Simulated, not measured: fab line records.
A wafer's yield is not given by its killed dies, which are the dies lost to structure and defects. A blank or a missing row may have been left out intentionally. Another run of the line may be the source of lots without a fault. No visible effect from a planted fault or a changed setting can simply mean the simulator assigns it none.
What tool caused it?    flow n5Finfet    27 wafers from 9 lots sampled at 6 of the route's 1938 steps

== WHAT THE GAUGES SHOWED, per wafer ==
N5_BEOL_M4_RC_MEAS_101. Usual: DIBL_N 36.9 mV/V, standard deviation 1.7; DIBL_P 36.7 mV/V, standard deviation 2.1; IOFF_N 0.17 nA/um, standard deviation 0.032; IOFF_P 0.22 nA/um, standard deviation 0.036; ION_N 674 uA/um, standard deviation 12; ION_P 461 uA/um, standard deviation 7; SS_N 71.7 mV/dec, standard deviation 0.6; SS_P 73.4 mV/dec, standard deviation 0.67; VT_N 249 mV, standard deviation 3.1; VT_P -250 mV, standard deviation 3.2.
lot   measured      on         DIBL_N (mV/V)   DIBL_P (mV/V)   IOFF_N (nA/um)  IOFF_P (nA/um)  ION_N (uA/um)  ION_P (uA/um)  SS_N (mV/dec)   SS_P (mV/dec)   VT_N (mV)    VT_P (mV)       flag
L449  day 8 14:13   prober-02  32.8 35.9 34.4  32.8 35.1 32.9  0.12 0.16 0.14  0.17 0.20 0.17  660 663 652    454 454 446    70.6 71.8 71.6  72.8 72.8 72.2  255 250 252  -252 -252 -251  
L448  day 8 18:03   prober-02  35.1 37.2 37.5  33.9 36.8 35.1  0.13 0.17 0.17  0.15 0.19 0.16  653 682 677    449 455 451    70.7 71.6 71.5  73.5 73.1 73.5  251 251 248  -257 -255 -256  
L447  day 9 00:19   prober-02  37.7 36.5 36.5  37.5 35.6 36.0  0.18 0.16 0.16  0.22 0.19 0.19  674 666 676    463 456 453    71.6 71.3 71.7  73.8 73.2 73.5  250 250 250  -249 -252 -252  
L452  day 9 04:58   prober-01  38.8 36.9 37.5  41.7 38.2 38.4  0.23 0.18 0.19  0.27 0.21 0.21  694 676 683    468 452 456    72.2 71.8 71.6  74.3 73.9 74.3  245 250 248  -251 -252 -254  
L451  day 9 05:38   prober-02  38.0 35.7 37.3  40.4 36.3 39.3  0.20 0.16 0.18  0.27 0.20 0.26  687 670 671    469 464 463    72.1 71.7 72.3  73.6 72.8 73.7  244 248 248  -246 -251 -248  
L454  day 9 20:14   prober-01  37.3 37.0 39.7  36.5 36.0 37.1  0.18 0.16 0.23  0.22 0.20 0.23  679 680 675    461 460 452    71.7 71.1 72.8  73.2 72.8 73.7  246 250 244  -251 -249 -251  
L465  day 12 21:56  prober-01  37.1 36.4 38.0  37.7 35.5 38.3  0.17 0.15 0.21  0.27 0.22 0.28  679 668 702    465 461 472    72.8 71.0 73.2  73.5 73.3 74.1  248 252 244  -245 -245 -245  
L466  day 13 01:27  prober-01  35.4 37.0 35.2  37.3 37.7 37.1  0.16 0.17 0.15  0.21 0.22 0.21  681 682 682    464 465 461    71.1 70.8 71.0  73.6 73.7 73.0  248 248 250  -250 -249 -249  
L469  day 14 00:20  prober-01  39.1 37.7 39.5  38.5 37.1 39.5  0.18 0.16 0.19  0.23 0.22 0.26  663 659 681    460 458 467    71.9 72.1 72.8  74.1 73.7 73.8  251 252 251  -249 -248 -247  

N5_BEOL_M8_THK_MEAS_01. Usual: M8_ILD_THK typically reads 155.2 nm, with standard deviation 2.1.
lot   measured      on            M8_ILD_THK (nm)    flag
L449  day 9 18:53   filmMetro-01  153.0 155.6 158.4  
L448  day 9 23:25   filmMetro-01  157.3 155.0 158.2  
L447  day 10 02:34  filmMetro-02  153.4 155.7 155.0  
L452  day 10 10:57  filmMetro-02  153.5 155.7 156.7  
L451  day 10 10:40  filmMetro-02  154.4 155.8 156.9  
L454  day 10 23:25  filmMetro-01  154.0 155.5 155.6  
L465  day 14 04:22  filmMetro-01  152.1 42.3 151.5   OFF
L466  day 14 05:51  filmMetro-01  48.3 158.2 158.4   OFF
L469  day 15 06:14  filmMetro-01  157.1 156.6 157.8  

== WHAT TOOL EACH LOT RAN ON (gives the tool, then ch and the chambers of the sampled wafers, and finally the start) ==
lot   N5_BEOL_M7_STRIP_36                N5_BEOL_M7_SPUTTER_48        N5_BEOL_M8_ILD_DEP_00            N5_BEOL_M8_CURE_74
L449  rieDiel-01 ch 1,2, day 9 15:35     pvdSputter-01, day 9 17:12   pecvd-02 ch 0,1, day 9 18:18     uvCure-01 ch 1, day 9 18:32
L448  rieDiel-03 ch 0,2, day 9 19:26     pvdSputter-03, day 9 21:07   pecvd-04 ch 0,1,2, day 9 22:22   uvCure-01 ch 0, day 9 22:44
L447  rieDiel-01 ch 1,2,3, day 9 23:40   pvdSputter-02, day 10 00:56  pecvd-02 ch 0,2, day 10 01:59    uvCure-03 ch 2, day 10 02:13
L452  rieDiel-01 ch 0,1,2, day 10 07:43  pvdSputter-02, day 10 09:14  pecvd-02 ch 0,2, day 10 10:22    uvCure-03 ch 0, day 10 10:26
L451  rieDiel-06 ch 0,3, day 10 07:36    pvdSputter-01, day 10 09:05  pecvd-02 ch 1,2, day 10 10:05    uvCure-02 ch 1, day 10 10:19
L454  rieDiel-06 ch 1,2, day 10 20:24    pvdSputter-03, day 10 21:51  pecvd-03 ch 0,1,2, day 10 22:50  uvCure-03 ch 0, day 10 22:55
L465  rieDiel-06 ch 0,1,3, day 14 00:20  pvdSputter-03, day 14 01:53  pecvd-02 ch 0,1,2, day 14 03:47  uvCure-02 ch 2, day 14 03:52
L466  rieDiel-03 ch 0,2,3, day 14 02:01  pvdSputter-03, day 14 04:11  pecvd-02 ch 0,1,2, day 14 05:17  uvCure-02 ch 1, day 14 05:34
L469  rieDiel-06 ch 0,1,3, day 15 01:52  pvdSputter-02, day 15 04:08  pecvd-04 ch 0,1,2, day 15 05:41  uvCure-03 ch 0, day 15 05:58
- N5_BEOL_M7_STRIP_36: strips in N2/H2.
- N5_BEOL_M7_SPUTTER_48: material Cu, target thk 10 nm, time 1.667 s.
- N5_BEOL_M8_ILD_DEP_00: deposits SiCOH lowk from DEMS/porogen, target thk 179.75 nm, time 33.4 s.
- N5_BEOL_M8_CURE_74: cures SiCOH lowk, time 240 s.

== WHAT THE TOOLS THEMSELVES READ (means of the sampled wafers that have a number; where no wafer has one, the mark that the record gives instead) ==
N5_BEOL_M7_STRIP_36. Usual: drypumpMotorCurrentA 5.7 A, standard deviation 0.37; oesProductAu 0.78 a.u., standard deviation 0.08; rfVppV 59.2 V, standard deviation 1.4; showerheadPlenumPTorr 2.54 Torr, standard deviation 0.098; throttleValvePct 23.5 %, standard deviation 0.37.
lot   tool        drypumpMotorCurrentA (A)  oesProductAu (a.u.)  rfVppV (V)  showerheadPlenumPTorr (Torr)  throttleValvePct (%)  flag
L449  rieDiel-01  6.0                       0.70                 57.9        2.44                          23.5                  
L448  rieDiel-03  5.2                       0.77                 58.0        2.52                          23.4                  
L447  rieDiel-01  6.1                       0.76                 58.5        2.46                          23.4                  
L452  rieDiel-01  5.7                       0.70                 59.5        2.52                          23.6                  
L451  rieDiel-06  5.5                       0.84                 59.9        2.59                          23.5                  
L454  rieDiel-06  5.5                       0.74                 59.6        2.53                          23.7                  
L465  rieDiel-06  5.7                       0.83                 59.7        2.55                          23.3                  
L466  rieDiel-03  5.5                       0.81                 59.3        2.58                          23.8                  
L469  rieDiel-06  5.6                       0.81                 57.1        2.55                          23.4                  

N5_BEOL_M7_SPUTTER_48. Usual: cathodeDcPowerW 25999 W, standard deviation 4.7; chuckGasFlowSccm 1.25 sccm, standard deviation 0.058; throttleValvePct 29.7 %, standard deviation 0.99.
lot   tool           cathodeDcPowerW (W)  chuckGasFlowSccm (sccm)  throttleValvePct (%)  flag
L449  pvdSputter-01  25996                1.28                     30.2                  
L448  pvdSputter-03  26004                1.27                     29.4                  
L447  pvdSputter-02  25999                1.26                     29.5                  
L452  pvdSputter-02  26000                1.27                     29.6                  
L451  pvdSputter-01  25998                1.22                     28.7                  
L454  pvdSputter-03  26001                1.31                     29.7                  
L465  pvdSputter-03  25995                1.25                     29.6                  
L466  pvdSputter-03  26001                1.26                     29.2                  
L469  pvdSputter-02  26001                1.25                     29.7                  

N5_BEOL_M8_ILD_DEP_00. Usual: heaterPowerW 309 W, standard deviation 49; showerheadPlenumPTorr 5.745 Torr, standard deviation 0.016; showerheadVppV 1375 V, standard deviation 68; throttleValvePct 13.9 %, standard deviation 0.64.
lot   tool      heaterPowerW (W)  showerheadPlenumPTorr (Torr)  showerheadVppV (V)  throttleValvePct (%)  flag
L449  pecvd-02  293               5.744                         1376                13.9                  
L448  pecvd-04  269               5.756                         1356                13.2                  
L447  pecvd-02  379               5.737                         1342                14.0                  
L452  pecvd-02  351               5.735                         1326                14.5                  
L451  pecvd-02  367               5.738                         1346                13.5                  
L454  pecvd-03  283               5.745                         1465                13.8                  
L465  pecvd-02  330               5.753                         1364                14.0                  
L466  pecvd-02  345               5.734                         1349                14.0                  
L469  pecvd-04  267               5.751                         1346                13.3                  

N5_BEOL_M8_CURE_74. Usual: lampPowerPct 52.32 %, standard deviation 0.053; wafer_temp_C_max 387.0, standard deviation 0.76.
lot   tool       lampPowerPct (%)  wafer_temp_C_max  flag
L449  uvCure-01  52.29             387.1             
L448  uvCure-01  52.28             386.1             
L447  uvCure-03  52.29             388.8             
L452  uvCure-03  52.33             386.7             
L451  uvCure-02  52.31             387.2             
L454  uvCure-03  52.28             386.8             
L465  uvCure-02  52.25             387.1             
L466  uvCure-02  52.26             386.7             
L469  uvCure-03  52.34             386.9             

== THE ANSWER, worked out from the rows above alone ==
Rule: a lot counts as off when the mean over its wafers that have a number is more than 3 standard deviations away from the usual mean. A lot without any number at a reading at which 4 lots or more have one is off too. All remaining lots with rows at the step are treated as sound. After the gauges, taken in route order, come the tools' own readings; for these a lot's mean is taken, as printed above. At the first step where some lot is off, the reading lying furthest off is the one used; lots without a number count as furthest.
Off: L465, L466, at N5_BEOL_M8_THK_MEAS_01 (M8_ILD_THK).
If a tool, at a process step before that reading, ran all the lots that are off and no sound lot after the first of them, it fits. Gauges at N5_BEOL_M8_THK_MEAS_01: tried the same way as those tools. Can't be told from this: 3 tools fit, pvdSputter-03 at N5_BEOL_M7_SPUTTER_48, pecvd-02 at N5_BEOL_M8_ILD_DEP_00, uvCure-02 at N5_BEOL_M8_CURE_74.

== WHAT THE SIMULATOR HAD INSERTED ==
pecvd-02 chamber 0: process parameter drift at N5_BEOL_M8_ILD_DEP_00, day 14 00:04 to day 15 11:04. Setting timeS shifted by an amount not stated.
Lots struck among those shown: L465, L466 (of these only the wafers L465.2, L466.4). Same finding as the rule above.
